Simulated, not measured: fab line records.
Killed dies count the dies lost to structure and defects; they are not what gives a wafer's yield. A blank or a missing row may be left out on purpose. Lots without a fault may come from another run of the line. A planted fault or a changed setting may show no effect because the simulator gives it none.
What tool caused it?    flow nand-harc    11 lots, 33 wafers sampled, at 6 steps of a route of 1159

== WHAT THE GAUGES SHOWED, per wafer ==
NHARC_END_SORT_01.
lot   measured      on         killed-at-array
L807  day 20 19:28  prober-02  13 16 17
L813  day 25 21:27  prober-01  26 30 27

== TOOL THAT RAN EACH LOT (tool first, then ch and the chambers of the sampled wafers, then the start) ==
lot   NHARC_P_CONTACT_ETCH_18                        NHARC_P_CONTACT_STRIP_28           NHARC_P_CONTACT_ALD_22               NHARC_P_CONTACT_CVD_23         NHARC_P_CONTACT_CMP_24
L801  rie-diel-11 ch 0,2,3, day 5 08:39 or earlier   rie-diel-07 ch 0,2,3, day 5 08:39  ald-metal-04 ch 1,2,3, day 5 09:33   cvd-w-02 ch 0,1, day 5 11:23   cmp-01 ch 0,1,2, day 5 12:02
L802  rie-diel-11 ch 0,2,3, day 5 19:54 or earlier   rie-diel-11 ch 0,2, day 5 19:54    ald-metal-04 ch 0,2, day 5 20:56     cvd-w-02 ch 0,1, day 5 21:29   cmp-04 ch 0,1,3, day 5 21:59
L805  rie-diel-11 ch 0,2, day 6 10:54 or earlier     rie-diel-07 ch 0,2,3, day 6 10:54  ald-metal-03 ch 0,1, day 6 11:45     cvd-w-02 ch 0,1, day 6 14:12   cmp-03 ch 1,2,3, day 6 14:52
L804  rie-diel-11 ch 1,2,3, day 6 11:16 or earlier   rie-diel-07 ch 0,2,3, day 6 11:16  ald-metal-02 ch 0,1,2, day 6 12:10   cvd-w-02 ch 0,1, day 6 14:44   cmp-04 ch 0,2,3, day 6 15:25
L806  rie-diel-07 ch 0,1,3, day 6 22:45 or earlier   rie-diel-07 ch 0,2,3, day 6 22:45  ald-metal-02 ch 0,1,3, day 6 23:39   cvd-w-02 ch 0,1, day 7 00:28   cmp-04 ch 1,2, day 7 01:10
L808  rie-diel-11 ch 0,2,3, day 7 04:29 or earlier   rie-diel-11 ch 0,2,3, day 7 04:29  ald-metal-04 ch 0,2,3, day 7 05:23   cvd-w-01 ch 0,1, day 7 05:34   cmp-03 ch 0,1,3, day 7 07:05
L807  rie-diel-07 ch 1,2,3, day 7 05:11 or earlier   rie-diel-11 ch 0,1,2, day 7 05:11  ald-metal-02 ch 1,2,3, day 7 06:04   cvd-w-02 ch 0,1, day 7 06:14   cmp-01 ch 0,1,3, day 7 08:34
L813  rie-diel-07 ch 1,2,3, day 8 19:58 or earlier   rie-diel-06 ch 1,3, day 8 19:58    ald-metal-04 ch 0,1,3, day 8 20:52   cvd-w-02 ch 0,1, day 9 00:23   cmp-04 ch 0,1, day 9 02:50
L818  rie-diel-07 ch 0,2,3, day 9 20:41 or earlier   rie-diel-07 ch 0,3, day 9 20:41    ald-metal-04 ch 1,2, day 9 21:34     cvd-w-02 ch 0,1, day 10 00:58  cmp-04 ch 0,2,3, day 10 01:39
L822  rie-diel-07 ch 0,2,3, day 10 23:52 or earlier  rie-diel-11 ch 0,2, day 10 23:52   ald-metal-03 ch 0,1,2, day 11 00:46  cvd-w-01 ch 0,1, day 11 03:46  cmp-01 ch 0,1,3, day 11 04:21
L823  rie-diel-11 ch 0,3, day 11 01:03 or earlier    rie-diel-11 ch 0,2, day 11 01:03   ald-metal-02 ch 0,1, day 11 01:59    cvd-w-01 ch 0,1, day 11 04:50  cmp-03 ch 0,1,2, day 11 05:18
- NHARC_P_CONTACT_ETCH_18: etches the open film in C4F8/O2/Ar, target depth 481 nm, time 240.5 s.
- NHARC_P_CONTACT_STRIP_28: strips in O2.
- NHARC_P_CONTACT_ALD_22: deposits TiN, target thk 3 nm, pulse time 1 s, ald cycles 150.
- NHARC_P_CONTACT_CVD_23: deposits W, target thk 200 nm, time 557 s.
- NHARC_P_CONTACT_CMP_24: polishes, t overpolish 30 s, target thk 200 nm.

== THE ANSWER, worked out from the rows above alone ==
Rule: what is usual is taken from the lots themselves. The widest of any qualifying gaps counts: lots, ordered by their means at a reading, are off when they make up no more than a third of the lots, leave a main group of 4 or more, and stand apart from it by 3 or more times the standard deviation of that group's means. Not used: any main group whose means are identical at the precision the tables above print for the reading. A lot without any number at a reading at which 4 lots or more have one is off too. The other lots that the step has rows for count as sound.
None of the lots is off at any reading shown; this tells nothing.

== WHAT WAS PUT IN BY THE SIMULATOR ==
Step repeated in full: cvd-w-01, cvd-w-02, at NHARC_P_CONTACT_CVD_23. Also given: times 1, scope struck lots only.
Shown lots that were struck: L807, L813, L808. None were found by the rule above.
